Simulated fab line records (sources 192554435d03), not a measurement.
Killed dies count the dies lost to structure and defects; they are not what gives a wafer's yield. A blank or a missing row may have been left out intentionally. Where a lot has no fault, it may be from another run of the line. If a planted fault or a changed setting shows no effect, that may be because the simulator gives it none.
The tool behind it: which one? | flow n5-finfet | Sampling: 24 lots, 72 wafers, 6 of 1938 route steps

== WHAT THE GAUGES SHOWED, per wafer ==
The record holds no reading of a measuring or inspecting step that can be judged against a usual standard deviation.

== WHICH TOOL RAN EACH LOT (tool, then ch and the chambers of the sampled wafers, then the start) ==
lot  | N5_BEOL_M1_SURFACE_TREAT_85  | N5_BEOL_M1_SPUTTER_48        | N5_BEOL_M1_SPUTTER_79        | N5_BEOL_M1_SPUTTER_81        | N5_BEOL_M1_ANNEAL_87         | N5_BEOL_M1_SPUTTER_90
L074 | pvd-sputter-03, day 6 10:01  | pvd-sputter-02, day 6 10:20  | pvd-sputter-02, day 6 10:33  | pvd-sputter-02, day 6 10:46  | pvd-sputter-02, day 6 11:04  | pvd-sputter-02, day 6 11:26
L075 | pvd-sputter-02, day 6 18:59  | pvd-sputter-01, day 6 19:12  | pvd-sputter-01, day 6 19:25  | pvd-sputter-01, day 6 19:38  | pvd-sputter-01, day 6 19:56  | pvd-sputter-01, day 6 20:18
L076 | pvd-sputter-03, day 7 01:32  | pvd-sputter-03, day 7 01:49  | pvd-sputter-03, day 7 02:02  | pvd-sputter-03, day 7 02:15  | pvd-sputter-03, day 7 02:33  | pvd-sputter-03, day 7 02:55
L078 | pvd-sputter-02, day 7 13:09  | pvd-sputter-02, day 7 13:27  | pvd-sputter-02, day 7 13:40  | pvd-sputter-02, day 7 13:53  | pvd-sputter-02, day 7 14:11  | pvd-sputter-02, day 7 14:33
L079 | pvd-sputter-03, day 7 16:29  | pvd-sputter-03, day 7 16:46  | pvd-sputter-03, day 7 16:59  | pvd-sputter-03, day 7 17:12  | pvd-sputter-03, day 7 17:30  | pvd-sputter-03, day 7 17:52
L077 | pvd-sputter-01, day 7 19:49  | pvd-sputter-02, day 7 20:06  | pvd-sputter-02, day 7 20:19  | pvd-sputter-02, day 7 20:32  | pvd-sputter-02, day 7 20:50  | pvd-sputter-02, day 7 21:12
L081 | pvd-sputter-03, day 7 22:41  | pvd-sputter-01, day 7 22:59  | pvd-sputter-01, day 7 23:14  | pvd-sputter-01, day 7 23:29  | pvd-sputter-01, day 7 23:49  | pvd-sputter-01, day 8 00:13
L080 | pvd-sputter-01, day 7 22:46  | pvd-sputter-02, day 7 23:06  | pvd-sputter-02, day 7 23:19  | pvd-sputter-02, day 7 23:32  | pvd-sputter-02, day 7 23:50  | pvd-sputter-02, day 8 00:12
L082 | pvd-sputter-02, day 8 14:08  | pvd-sputter-01, day 8 14:41  | pvd-sputter-01, day 8 14:56  | pvd-sputter-01, day 8 15:11  | pvd-sputter-01, day 8 15:32  | pvd-sputter-01, day 8 15:56
L083 | pvd-sputter-02, day 8 15:05  | pvd-sputter-02, day 8 15:19  | pvd-sputter-02, day 8 15:32  | pvd-sputter-02, day 8 15:46  | pvd-sputter-02, day 8 16:04  | pvd-sputter-02, day 8 16:25
L084 | pvd-sputter-03, day 9 06:29  | pvd-sputter-03, day 9 06:49  | pvd-sputter-03, day 9 07:02  | pvd-sputter-03, day 9 07:16  | pvd-sputter-03, day 9 07:34  | pvd-sputter-03, day 9 07:55
L085 | pvd-sputter-02, day 9 12:43  | pvd-sputter-02, day 9 14:45  | pvd-sputter-02, day 9 14:58  | pvd-sputter-02, day 9 15:11  | pvd-sputter-02, day 9 15:29  | pvd-sputter-02, day 9 15:51
L086 | pvd-sputter-01, day 9 17:02  | pvd-sputter-01, day 9 17:25  | pvd-sputter-01, day 9 17:40  | pvd-sputter-01, day 9 17:55  | pvd-sputter-01, day 9 18:15  | pvd-sputter-01, day 9 18:40
L087 | pvd-sputter-01, day 10 15:03 | pvd-sputter-01, day 10 15:17 | pvd-sputter-01, day 10 15:32 | pvd-sputter-01, day 10 15:47 | pvd-sputter-01, day 10 16:07 | pvd-sputter-01, day 10 16:31
L088 | pvd-sputter-01, day 10 15:08 | pvd-sputter-03, day 10 16:55 | pvd-sputter-03, day 10 17:08 | pvd-sputter-03, day 10 17:21 | pvd-sputter-03, day 10 17:39 | pvd-sputter-03, day 10 18:01
L090 | pvd-sputter-01, day 10 18:15 | pvd-sputter-01, day 10 18:33 | pvd-sputter-01, day 10 18:47 | pvd-sputter-01, day 10 19:02 | pvd-sputter-01, day 10 19:23 | pvd-sputter-01, day 10 19:47
L089 | pvd-sputter-03, day 10 19:31 | pvd-sputter-02, day 10 19:47 | pvd-sputter-02, day 10 20:01 | pvd-sputter-02, day 10 20:14 | pvd-sputter-02, day 10 20:32 | pvd-sputter-02, day 10 20:53
L091 | pvd-sputter-01, day 10 21:35 | pvd-sputter-02, day 10 21:52 | pvd-sputter-02, day 10 22:05 | pvd-sputter-02, day 10 22:19 | pvd-sputter-02, day 10 22:37 | pvd-sputter-02, day 10 22:58
L092 | pvd-sputter-03, day 11 05:55 | pvd-sputter-02, day 11 06:11 | pvd-sputter-02, day 11 06:25 | pvd-sputter-02, day 11 06:38 | pvd-sputter-02, day 11 06:56 | pvd-sputter-02, day 11 07:17
L093 | pvd-sputter-03, day 11 07:57 | pvd-sputter-02, day 11 08:13 | pvd-sputter-02, day 11 08:26 | pvd-sputter-02, day 11 08:39 | pvd-sputter-02, day 11 08:57 | pvd-sputter-02, day 11 09:19
L094 | pvd-sputter-02, day 11 15:33 | pvd-sputter-01, day 11 16:17 | pvd-sputter-01, day 11 16:32 | pvd-sputter-01, day 11 16:47 | pvd-sputter-01, day 11 17:07 | pvd-sputter-01, day 11 17:31
L095 | pvd-sputter-03, day 12 03:33 | pvd-sputter-02, day 12 03:49 | pvd-sputter-02, day 12 04:02 | pvd-sputter-02, day 12 04:15 | pvd-sputter-02, day 12 04:33 | pvd-sputter-02, day 12 04:55
L096 | pvd-sputter-03, day 12 11:49 | pvd-sputter-03, day 12 12:08 | pvd-sputter-03, day 12 12:22 | pvd-sputter-03, day 12 12:35 | pvd-sputter-03, day 12 12:53 | pvd-sputter-03, day 12 13:14
L097 | pvd-sputter-01, day 12 14:52 | pvd-sputter-03, day 12 16:59 | pvd-sputter-03, day 12 17:13 | pvd-sputter-03, day 12 17:26 | pvd-sputter-03, day 12 17:44 | pvd-sputter-03, day 12 18:05
- N5_BEOL_M1_SURFACE_TREAT_85
- N5_BEOL_M1_SPUTTER_48: material Cu, target thk 4.5 nm, time 8.29 s.
- N5_BEOL_M1_SPUTTER_79: material Cu, target thk 4.5 nm, time 8.29 s.
- N5_BEOL_M1_SPUTTER_81: material Cu, target thk 4.5 nm, time 8.29 s.
- N5_BEOL_M1_ANNEAL_87: time 240 s.
- N5_BEOL_M1_SPUTTER_90: material Cu, target thk 4.5 nm, time 8.29 s.

== AS READ BY THE TOOLS THEMSELVES (means over the sampled wafers that have a number; for cases with no such wafer, the mark the record gives instead) ==
N5_BEOL_M1_SPUTTER_48. Usual: chamber-pressure-pa 0.07 Pa, standard deviation 0.00015; susceptor-temp-C -20.01 C, standard deviation 0.1; throttle-valve-pct 30.3 %, standard deviation 0.72.
lot  | tool           | chamber-pressure-pa (Pa) | susceptor-temp-C (C) | throttle-valve-pct (%) | flag
L074 | pvd-sputter-02 | 0.07                     | -19.92               | 30.6                   |
L075 | pvd-sputter-01 | 0.07                     | -20.04               | 30.4                   |
L076 | pvd-sputter-03 | 0.07                     | -20.06               | 29.7                   |
L078 | pvd-sputter-02 | 0.07                     | -20.00               | 30.6                   |
L079 | pvd-sputter-03 | 0.07                     | -20.02               | 30.0                   |
L077 | pvd-sputter-02 | 0.07                     | -19.99               | 31.2                   |
L081 | pvd-sputter-01 | 0.07                     | -20.09               | 30.5                   |
L080 | pvd-sputter-02 | 0.07                     | -20.02               | 30.2                   |
L082 | pvd-sputter-01 | 0.07                     | -20.04               | 30.4                   |
L083 | pvd-sputter-02 | 0.07                     | -20.01               | 30.5                   |
L084 | pvd-sputter-03 | 0.07                     | -20.04               | 29.7                   |
L085 | pvd-sputter-02 | 0.07                     | -20.02               | 29.9                   |
L086 | pvd-sputter-01 | 0.07                     | -20.05               | 30.1                   |
L087 | pvd-sputter-01 | 0.07                     | -20.00               | 30.3                   |
L088 | pvd-sputter-03 | 0.07                     | -19.86               | 29.8                   |
L090 | pvd-sputter-01 | 0.07                     | -19.95               | 30.7                   |
L089 | pvd-sputter-02 | 0.07                     | -19.99               | 29.9                   |
L091 | pvd-sputter-02 | 0.07                     | -20.06               | 30.8                   |
L092 | pvd-sputter-02 | 0.07                     | -19.94               | 30.1                   |
L093 | pvd-sputter-02 | 0.07                     | -20.02               | 30.5                   |
L094 | pvd-sputter-01 | 0.07                     | -19.96               | 30.4                   |
L095 | pvd-sputter-02 | 0.07                     | -20.09               | 30.2                   |
L096 | pvd-sputter-03 | 0.07                     | -19.95               | 30.0                   |
L097 | pvd-sputter-03 | 0.07                     | -20.02               | 29.9                   |

N5_BEOL_M1_SPUTTER_79. Usual: chamber-pressure-pa 0.06999 Pa, standard deviation 0.00014; susceptor-temp-C -19.99 C, standard deviation 0.11; throttle-valve-pct 30.3 %, standard deviation 0.72.
lot  | tool           | chamber-pressure-pa (Pa) | susceptor-temp-C (C) | throttle-valve-pct (%) | flag
L074 | pvd-sputter-02 | 0.06982                  | -19.99               | 30.6                   |
L075 | pvd-sputter-01 | 0.06988                  | -20.05               | 30.4                   |
L076 | pvd-sputter-03 | 0.07002                  | -20.00               | 29.6                   |
L078 | pvd-sputter-02 | 0.07015                  | -20.07               | 30.5                   |
L079 | pvd-sputter-03 | 0.06997                  | -19.94               | 30.0                   |
L077 | pvd-sputter-02 | 0.07001                  | -20.02               | 31.4                   |
L081 | pvd-sputter-01 | 0.07007                  | -19.93               | 30.4                   |
L080 | pvd-sputter-02 | 0.06998                  | -19.96               | 30.2                   |
L082 | pvd-sputter-01 | 0.07006                  | -19.95               | 30.2                   |
L083 | pvd-sputter-02 | 0.07001                  | -19.99               | 30.6                   |
L084 | pvd-sputter-03 | 0.06981                  | -19.96               | 29.8                   |
L085 | pvd-sputter-02 | 0.06992                  | -20.04               | 29.9                   |
L086 | pvd-sputter-01 | 0.07016                  | -19.90               | 30.3                   |
L087 | pvd-sputter-01 | 0.07001                  | -19.88               | 30.4                   |
L088 | pvd-sputter-03 | 0.06986                  | -20.01               | 29.9                   |
L090 | pvd-sputter-01 | 0.07004                  | -20.08               | 30.6                   |
L089 | pvd-sputter-02 | 0.06987                  | -20.02               | 29.8                   |
L091 | pvd-sputter-02 | 0.07018                  | -19.91               | 30.7                   |
L092 | pvd-sputter-02 | 0.06997                  | -19.91               | 29.9                   |
L093 | pvd-sputter-02 | 0.06987                  | -20.10               | 30.3                   |
L094 | pvd-sputter-01 | 0.07000                  | -19.83               | 30.4                   |
L095 | pvd-sputter-02 | 0.06999                  | -19.95               | 30.2                   |
L096 | pvd-sputter-03 | 0.07010                  | -20.02               | 30.0                   |
L097 | pvd-sputter-03 | 0.06990                  | -19.97               | 29.8                   |

N5_BEOL_M1_SPUTTER_81. Usual: chamber-pressure-pa 0.06998 Pa, standard deviation 0.00014; susceptor-temp-C -20.00 C, standard deviation 0.11; throttle-valve-pct 30.3 %, standard deviation 0.74.
lot  | tool           | chamber-pressure-pa (Pa) | susceptor-temp-C (C) | throttle-valve-pct (%) | flag
L074 | pvd-sputter-02 | 0.06996                  | -19.95               | 30.6                   |
L075 | pvd-sputter-01 | 0.06993                  | -20.07               | 30.3                   |
L076 | pvd-sputter-03 | 0.07004                  | -19.98               | 29.7                   |
L078 | pvd-sputter-02 | 0.06988                  | -19.99               | 30.5                   |
L079 | pvd-sputter-03 | 0.06998                  | -20.03               | 29.9                   |
L077 | pvd-sputter-02 | 0.06999                  | -19.94               | 31.2                   |
L081 | pvd-sputter-01 | 0.07008                  | -19.94               | 30.3                   |
L080 | pvd-sputter-02 | 0.06995                  | -19.95               | 30.1                   |
L082 | pvd-sputter-01 | 0.06981                  | -19.93               | 30.5                   |
L083 | pvd-sputter-02 | 0.06986                  | -20.03               | 30.6                   |
L084 | pvd-sputter-03 | 0.07006                  | -20.13               | 29.6                   |
L085 | pvd-sputter-02 | 0.06987                  | -19.98               | 30.0                   |
L086 | pvd-sputter-01 | 0.06997                  | -19.99               | 30.1                   |
L087 | pvd-sputter-01 | 0.07004                  | -19.98               | 30.3                   |
L088 | pvd-sputter-03 | 0.06988                  | -19.90               | 30.0                   |
L090 | pvd-sputter-01 | 0.06994                  | -20.06               | 30.6                   |
L089 | pvd-sputter-02 | 0.06995                  | -20.02               | 29.7                   |
L091 | pvd-sputter-02 | 0.06993                  | -20.07               | 30.8                   |
L092 | pvd-sputter-02 | 0.06993                  | -19.95               | 30.0                   |
L093 | pvd-sputter-02 | 0.07008                  | -19.82               | 30.5                   |
L094 | pvd-sputter-01 | 0.07001                  | -19.93               | 30.4                   |
L095 | pvd-sputter-02 | 0.07005                  | -20.07               | 30.2                   |
L096 | pvd-sputter-03 | 0.07011                  | -19.86               | 29.9                   |
L097 | pvd-sputter-03 | 0.07014                  | -20.00               | 29.7                   |

N5_BEOL_M1_ANNEAL_87. Usual: heater-power-w 828 W, standard deviation 89; susceptor-temp-C 400.02 C, standard deviation 0.22.
lot  | tool           | heater-power-w (W) | susceptor-temp-C (C) | flag
L074 | pvd-sputter-02 | 770                | 399.92               |
L075 | pvd-sputter-01 | 831                | 400.02               |
L076 | pvd-sputter-03 | 811                | 399.91               |
L078 | pvd-sputter-02 | 766                | 399.91               |
L079 | pvd-sputter-03 | 788                | 400.00               |
L077 | pvd-sputter-02 | 790                | 400.00               |
L081 | pvd-sputter-01 | 825                | 400.12               |
L080 | pvd-sputter-02 | 784                | 400.08               |
L082 | pvd-sputter-01 | 797                | 400.06               |
L083 | pvd-sputter-02 | 770                | 400.16               |
L084 | pvd-sputter-03 | 829                | 400.19               |
L085 | pvd-sputter-02 | 861                | 400.34               |
L086 | pvd-sputter-01 | 869                | 400.01               |
L087 | pvd-sputter-01 | 827                | 400.03               |
L088 | pvd-sputter-03 | 790                | 400.12               |
L090 | pvd-sputter-01 | 920                | 399.96               |
L089 | pvd-sputter-02 | 846                | 400.11               |
L091 | pvd-sputter-02 | 748                | 400.11               |
L092 | pvd-sputter-02 | 795                | 400.29               |
L093 | pvd-sputter-02 | 840                | 399.86               |
L094 | pvd-sputter-01 | 803                | 399.80               |
L095 | pvd-sputter-02 | 785                | 400.11               |
L096 | pvd-sputter-03 | 808                | 399.85               |
L097 | pvd-sputter-03 | 813                | 400.09               |

N5_BEOL_M1_SPUTTER_90. Usual: chamber-pressure-pa 0.07 Pa, standard deviation 0.00015; susceptor-temp-C -20.01 C, standard deviation 0.1; throttle-valve-pct 30.3 %, standard deviation 0.76.
lot  | tool           | chamber-pressure-pa (Pa) | susceptor-temp-C (C) | throttle-valve-pct (%) | flag
L074 | pvd-sputter-02 | 0.07                     | -20.02               | 30.6                   |
L075 | pvd-sputter-01 | 0.07                     | -20.08               | 30.3                   |
L076 | pvd-sputter-03 | 0.07                     | -19.97               | 29.6                   |
L078 | pvd-sputter-02 | 0.07                     | -20.01               | 30.5                   |
L079 | pvd-sputter-03 | 0.07                     | -20.08               | 29.9                   |
L077 | pvd-sputter-02 | 0.07                     | -19.87               | 31.1                   |
L081 | pvd-sputter-01 | 0.07                     | -19.96               | 30.2                   |
L080 | pvd-sputter-02 | 0.07                     | -19.93               | 30.1                   |
L082 | pvd-sputter-01 | 0.07                     | -20.02               | 30.5                   |
L083 | pvd-sputter-02 | 0.07                     | -19.93               | 30.8                   |
L084 | pvd-sputter-03 | 0.07                     | -19.98               | 29.6                   |
L085 | pvd-sputter-02 | 0.07                     | -20.03               | 29.9                   |
L086 | pvd-sputter-01 | 0.07                     | -20.03               | 30.1                   |
L087 | pvd-sputter-01 | 0.07                     | -20.06               | 30.4                   |
L088 | pvd-sputter-03 | 0.07                     | -20.10               | 30.0                   |
L090 | pvd-sputter-01 | 0.07                     | -19.91               | 30.7                   |
L089 | pvd-sputter-02 | 0.07                     | -20.04               | 30.0                   |
L091 | pvd-sputter-02 | 0.07                     | -20.02               | 30.7                   |
L092 | pvd-sputter-02 | 0.07                     | -20.04               | 29.9                   |
L093 | pvd-sputter-02 | 0.07                     | -20.04               | 30.5                   |
L094 | pvd-sputter-01 | 0.07                     | -19.96               | 30.5                   |
L095 | pvd-sputter-02 | 0.07                     | -20.02               | 30.1                   |
L096 | pvd-sputter-03 | 0.07                     | -20.05               | 29.9                   |
L097 | pvd-sputter-03 | 0.07                     | -19.92               | 29.7                   |

== THE ANSWER, worked out from the rows above alone ==
Rule: take the mean of a lot's wafers that have a number; if it is more than 3 standard deviations from the usual mean, the lot is off. A lot without any number at a reading at which 4 lots or more have one is off too. Where the step has rows for the other lots, those lots are counted as sound. After the gauges, taken in route order, come the tools' own readings; for these a lot's mean is taken, as printed above. The first step at which some lot is off is used, and at that step the reading that is off furthest; a lot without a number counts as furthest.
No lot is off at any reading shown: from this, nothing can be told.

== WHAT THE SIMULATOR HAD INSERTED ==
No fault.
